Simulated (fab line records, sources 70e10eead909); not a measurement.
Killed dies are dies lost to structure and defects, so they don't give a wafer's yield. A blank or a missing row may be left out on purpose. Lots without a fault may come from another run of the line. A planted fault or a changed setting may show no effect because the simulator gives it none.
Chamber matching | flow nand_harc | NHARC_A_STAIRCASE_TRIM_12 on rie_diel-12: 4 sister chambers
The step chemistry O2, time 211.2 s. 8 wafers are shown with their chamber, then 9 later ones without.

WAFERS WITH THEIR CHAMBER
wafer  | chamber | showerhead_plenum_p_Torr (Torr) | throttle_valve_pct (%)
L074.6 | 3       | 3.57                            | 17.038
L080.1 | 3       | 3.56                            | 17.033
L083.1 | 2       | 3.50                            | 17.043
L083.4 | 0       | 3.30                            | 17.038
L083.6 | 1       | 3.53                            | 17.045
L081.1 | 1       | 3.53                            | 17.049
L081.2 | 0       | 3.30                            | 17.030
L081.3 | 2       | 3.50                            | 17.051

WAFERS WITHOUT THEIR CHAMBER
wafer  | showerhead_plenum_p_Torr (Torr) | throttle_valve_pct (%)
L081.4 | 3.56                            | 17.042
L081.5 | 3.50                            | 17.039
L081.6 | 3.56                            | 17.054
L084.1 | 3.50                            | 17.041
L084.2 | 3.30                            | 17.031
L084.6 | 3.50                            | 17.031
L089.1 | 3.54                            | 17.042
L089.2 | 3.49                            | 17.038
L089.4 | 3.55                            | 17.046

WHICH CHAMBER EACH WENT THROUGH
wafer  | from the rows above     | in truth
L081.4 | 3                       | 3
L081.5 | 2                       | 2
L081.6 | 3                       | 3
L084.1 | 2                       | 2
L084.2 | 0                       | 0
L084.6 | 2                       | 2
L089.1 | 1                       | 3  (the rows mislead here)
L089.2 | 2                       | 2
L089.4 | can't be placed: 3 or 1 | 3
Placed correctly: 7 of 9. Can't be placed from these rows: 1 (the true chamber is among the candidates in 1). Placed wrongly: 1.
How it was worked out, from the rows above alone: a wafer's distance from a chamber is the root of the sum, over the readings, of the square of ((its reading less the chamber's mean) divided by the reading's scatter). The wafer belongs to the nearest chamber; if the next one is less than 2 further off, it can't be placed. A chamber's mean is the mean of its shown wafers. The scatter: the root of (the sum of the squares of (reading less its chamber's mean) over the shown wafers, divided by (wafers less chambers)).
